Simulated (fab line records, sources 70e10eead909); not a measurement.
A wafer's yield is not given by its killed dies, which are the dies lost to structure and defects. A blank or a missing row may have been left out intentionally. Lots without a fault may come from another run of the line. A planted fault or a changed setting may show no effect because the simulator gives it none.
Matching of chambers + flow nand-harc + NHARC_A_STAIRCASE_TRIM_20 on rie-diel-02 has 4 sister chambers
The step chemistry O2, time 211.2 s. 8 wafers are shown with their chamber, then 8 later ones without.

== WAFERS PAIRED WITH THEIR CHAMBERS ==
| wafer  | chamber | showerhead-plenum-p-Torr (Torr) | oes-product-au (a.u.) |
|--------|---------|---------------------------------|-----------------------|
| L076.6 | 0       | 3.46                            | 1.010                 |
| L083.2 | 0       | 3.45                            | 1.000                 |
| L085.4 | 1       | 3.32                            | 1.012                 |
| L085.6 | 2       | 3.32                            | 0.985                 |
| L087.1 | 3       | 3.37                            | 0.999                 |
| L087.4 | 2       | 3.32                            | 1.003                 |
| L087.5 | 1       | 3.32                            | 1.010                 |
| L088.2 | 3       | 3.37                            | 1.006                 |

== WAFERS WITHOUT THEIR CHAMBER ==
| wafer  | showerhead-plenum-p-Torr (Torr) | oes-product-au (a.u.) |
|--------|---------------------------------|-----------------------|
| L088.4 | 3.44                            | 0.998                 |
| L088.5 | 3.37                            | 0.984                 |
| L091.4 | 3.31                            | 1.008                 |
| L091.5 | 3.37                            | 0.998                 |
| L091.6 | 3.44                            | 0.997                 |
| L095.1 | 3.44                            | 0.988                 |
| L095.2 | 3.31                            | 0.993                 |
| L095.3 | 3.31                            | 1.000                 |

== CHAMBER TAKEN BY EACH ==
| wafer  | from the rows above     | in truth |
|--------|-------------------------|----------|
| L088.4 | 0                       | 0        |
| L088.5 | 3                       | 3        |
| L091.4 | can't be placed: 1 or 2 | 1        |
| L091.5 | 3                       | 3        |
| L091.6 | 0                       | 0        |
| L095.1 | 0                       | 0        |
| L095.2 | can't be placed: 2 or 1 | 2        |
| L095.3 | can't be placed: 2 or 1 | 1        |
Placed correctly: 5 of 8. Can't be placed from these rows: 3 (the true chamber is among the candidates in 3). Placed wrongly: 0.
How it was worked out, from the rows above alone: a wafer's distance from a chamber is the root of the sum, over the readings, of the square of ((its reading less the chamber's mean) divided by the reading's scatter). If the next closest chamber is less than 2 further off than the closest, the wafer can't be placed; otherwise it belongs to the closest. The mean given for a chamber averages the wafers shown for that chamber. The scatter is the square root of a quotient: the sum, over the shown wafers, of each reading's squared deviation from its chamber's mean, divided by wafers minus chambers.
